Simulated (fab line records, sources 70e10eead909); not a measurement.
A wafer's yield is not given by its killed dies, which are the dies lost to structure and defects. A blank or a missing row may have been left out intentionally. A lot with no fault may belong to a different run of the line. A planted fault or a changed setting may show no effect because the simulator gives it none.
The tool behind it: which one? + flow nand harc + 7 lots, 21 wafers sampled, at 1 step of a route of 1302

## WHAT EACH GAUGE READ, for each wafer
NHARC_P_ZERO_WELL_CD_MEAS_52 targets a cd of 2000 nm.
| lot  | measured     | on        | cd nm (nm)           |
|------|--------------|-----------|----------------------|
| L619 | day 2 11:43  | cd sem-03 | 2001.0 1999.7 2000.0 |
| L621 | day 3 07:47  | cd sem-01 | 2002.4 1999.0 2001.1 |
| L624 | day 4 13:37  | cd sem-03 | 1999.9 1998.9 2001.1 |
| L627 | day 5 19:53  | cd sem-01 | 1998.7 1998.8 2000.1 |
| L630 | day 7 01:43  | cd sem-02 | 1999.0 1998.4 1999.4 |
| L639 | day 10 19:31 | cd sem-02 | 2000.2 2001.3 2001.4 |
| L641 | day 11 15:47 | cd sem-03 | 2000.2 1997.8 2002.1 |

## EACH LOT AND THE TOOL THAT RAN IT (in order: tool; ch and the chambers of the sampled wafers; start)
The record shows no process step preceding these readings.

## THE ANSWER, worked out from the rows above alone
Rule: what is usual is taken from the lots themselves. Put in order of their means at a reading, lots are off if they are a third of the lots or fewer, leave a main group of 4 or more, and stand apart from it by a gap of 3 or more times the standard deviation of the main group's means; of several such gaps the widest counts. The tables above print the reading to a certain number of digits; a main group whose means all agree to those digits is not used. A lot without any number at a reading at which 4 lots or more have one is off too. Where the step has rows for the other lots, those lots are counted as sound.
No lot is off at any reading shown: from this, nothing can be told.

## WHAT THE SIMULATOR HAD INSERTED
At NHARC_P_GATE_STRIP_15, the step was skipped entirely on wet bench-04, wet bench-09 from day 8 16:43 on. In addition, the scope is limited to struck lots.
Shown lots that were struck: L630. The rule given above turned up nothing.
